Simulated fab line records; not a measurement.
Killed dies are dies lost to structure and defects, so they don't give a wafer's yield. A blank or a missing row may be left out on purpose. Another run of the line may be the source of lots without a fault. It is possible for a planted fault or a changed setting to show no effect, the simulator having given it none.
Split-lot study / flow n5_finfet / 21 wafers read across 7 lots, on a route 1938 steps long

== THE SPLIT ==
At N5_BEOL_M14_DEP_53 (deposits SiCN from 3MS/NH3, target thk 50 nm, time 17.8 s), the setting time_s was moved away from the recipe's 17.8 s on 7 of the 21 wafers read, by -9.0% to +14.8%. For the rest of the wafers, this setting stayed at what the recipe calls for.

Reading taken at the split's own step.

== THE READING ==
SiCN_of_BEOL_M14_DEP_53.thk_nm (the simulator's own value, which no gauge read), in nm, at N5_BEOL_M14_DEP_53 (deposits SiCN from 3MS/NH3, target thk 50 nm, time 17.8 s). The file gives no usual value for it. Across the 14 wafers here that went through the recipe, the average is 49.9 nm and the standard deviation 0.53 nm.

wafer=L076.2; tool, chamber at the split=pecvd-02, 1; time_s as run, s=17.8; against the recipe=recipe; SiCN_of_BEOL_M14_DEP_53.thk_nm, nm=50.2; against lot-mates on the recipe=-
wafer=L076.4; tool, chamber at the split=pecvd-02, 2; time_s as run, s=17.8; against the recipe=recipe; SiCN_of_BEOL_M14_DEP_53.thk_nm, nm=50.4; against lot-mates on the recipe=-
wafer=L076.5; tool, chamber at the split=pecvd-02, 1; time_s as run, s=17.8; against the recipe=recipe; SiCN_of_BEOL_M14_DEP_53.thk_nm, nm=50.8; against lot-mates on the recipe=-
wafer=L079.1; tool, chamber at the split=pecvd-02, 0; time_s as run, s=17.8; against the recipe=recipe; SiCN_of_BEOL_M14_DEP_53.thk_nm, nm=49.4; against lot-mates on the recipe=-
wafer=L079.2; tool, chamber at the split=pecvd-02, 1; time_s as run, s=17.8; against the recipe=recipe; SiCN_of_BEOL_M14_DEP_53.thk_nm, nm=48.8; against lot-mates on the recipe=-
wafer=L079.4; tool, chamber at the split=pecvd-02, 2; time_s as run, s=17.8; against the recipe=recipe; SiCN_of_BEOL_M14_DEP_53.thk_nm, nm=49.8; against lot-mates on the recipe=-
wafer=L083.3; tool, chamber at the split=pecvd-02, 1; time_s as run, s=17.8; against the recipe=recipe; SiCN_of_BEOL_M14_DEP_53.thk_nm, nm=50; against lot-mates on the recipe=-
wafer=L083.4; tool, chamber at the split=pecvd-02, 1,2; time_s as run, s=17.8; against the recipe=recipe; SiCN_of_BEOL_M14_DEP_53.thk_nm, nm=50.4; against lot-mates on the recipe=-
wafer=L083.5; tool, chamber at the split=pecvd-02, 1,2; time_s as run, s=17.8; against the recipe=recipe; SiCN_of_BEOL_M14_DEP_53.thk_nm, nm=50.4; against lot-mates on the recipe=-
wafer=L088.1; tool, chamber at the split=pecvd-02, 0; time_s as run, s=19.21; against the recipe=+7.9%; SiCN_of_BEOL_M14_DEP_53.thk_nm, nm=53; against lot-mates on the recipe=+3.0
wafer=L088.4; tool, chamber at the split=pecvd-02, 0; time_s as run, s=19.21; against the recipe=+7.9%; SiCN_of_BEOL_M14_DEP_53.thk_nm, nm=54; against lot-mates on the recipe=+4.0
wafer=L088.5; tool, chamber at the split=pecvd-02, 1; time_s as run, s=17.8; against the recipe=recipe; SiCN_of_BEOL_M14_DEP_53.thk_nm, nm=50; against lot-mates on the recipe=-
wafer=L089.1; tool, chamber at the split=pecvd-04, 1; time_s as run, s=17.8; against the recipe=recipe; SiCN_of_BEOL_M14_DEP_53.thk_nm, nm=49.2; against lot-mates on the recipe=-
wafer=L089.2; tool, chamber at the split=pecvd-04, 0; time_s as run, s=20.43; against the recipe=+14.8%; SiCN_of_BEOL_M14_DEP_53.thk_nm, nm=56.4; against lot-mates on the recipe=+7.2
wafer=L089.4; tool, chamber at the split=pecvd-04, 2; time_s as run, s=20.43; against the recipe=+14.8%; SiCN_of_BEOL_M14_DEP_53.thk_nm, nm=57; against lot-mates on the recipe=+7.8
wafer=L090.1; tool, chamber at the split=pecvd-04, 1; time_s as run, s=17.8; against the recipe=recipe; SiCN_of_BEOL_M14_DEP_53.thk_nm, nm=49.8; against lot-mates on the recipe=-
wafer=L090.2; tool, chamber at the split=pecvd-04, 2; time_s as run, s=17.8; against the recipe=recipe; SiCN_of_BEOL_M14_DEP_53.thk_nm, nm=49.6; against lot-mates on the recipe=-
wafer=L090.5; tool, chamber at the split=pecvd-04, 2; time_s as run, s=20.21; against the recipe=+13.5%; SiCN_of_BEOL_M14_DEP_53.thk_nm, nm=57; against lot-mates on the recipe=+7.3
wafer=L092.1; tool, chamber at the split=pecvd-02, 0; time_s as run, s=16.19; against the recipe=-9.0%; SiCN_of_BEOL_M14_DEP_53.thk_nm, nm=44.6; against lot-mates on the recipe=-5.8
wafer=L092.3; tool, chamber at the split=pecvd-02, 1; time_s as run, s=16.19; against the recipe=-9.0%; SiCN_of_BEOL_M14_DEP_53.thk_nm, nm=45; against lot-mates on the recipe=-5.4
wafer=L092.4; tool, chamber at the split=pecvd-02, 1; time_s as run, s=17.8; against the recipe=recipe; SiCN_of_BEOL_M14_DEP_53.thk_nm, nm=50.4; against lot-mates on the recipe=-
The file does not say which wafer passed through which chamber wherever a row lists several chambers: such a row stands for several wafers.

THE FIT
A straight line over all 21 wafers: SiCN_of_BEOL_M14_DEP_53.thk_nm changes by +0.495 nm for each +1% of time_s; r = +0.99; the points scatter about the line by 0.57 nm.
The same after taking each lot's own level away (the mean of its wafers on the recipe; 21 wafers): +0.533 nm for each +1%; r = +0.99; scatter 0.43 nm.
According to that fit, moving time_s by its largest amount changes the reading by 7.9 nm.
From 49.20 to 50.47 nm: that is the span of the lots' own levels, equal to 2.4 times the standard deviation above.
The two slopes agree, so the slope changes little with the lot-to-lot level.
Check: for one of the wafers moved furthest among these (+14.8%), held out of the fit, the line's prediction against its lot-mates is +7.86 nm. It came out at +7.2 nm against them.

== ADDITIONAL SPLITS CARRIED BY THESE WAFERS ==
Before the reading, these wafers also passed through other splits. Each is held against what the fit with the lots' levels taken away leaves over:
other split on the same wafers=N5_BEOL_M12_EXPOSE_07 dose_mj; wafers away from the commonest value=5; r with SiCN_of_BEOL_M14_DEP_53.thk_nm (lot level and that fit taken away)=+0.16
other split on the same wafers=N5_BEOL_M13_EXPOSE_25 dose_mj; wafers away from the commonest value=9; r with SiCN_of_BEOL_M14_DEP_53.thk_nm (lot level and that fit taken away)=+0.30
other split on the same wafers=N5_BEOL_M14_ILD_DEP_00 time_s; wafers away from the commonest value=6; r with SiCN_of_BEOL_M14_DEP_53.thk_nm (lot level and that fit taken away)=+0.39
other split on the same wafers=N5_BEOL_M14_EXPOSE_07 dose_mj; wafers away from the commonest value=3; r with SiCN_of_BEOL_M14_DEP_53.thk_nm (lot level and that fit taken away)=+0.45

== THE FILE'S OWN FIT ==
SiCN_of_BEOL_M14_DEP_53.thk_nm changes by +0.527 nm for each +1% of time_s, r = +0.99.
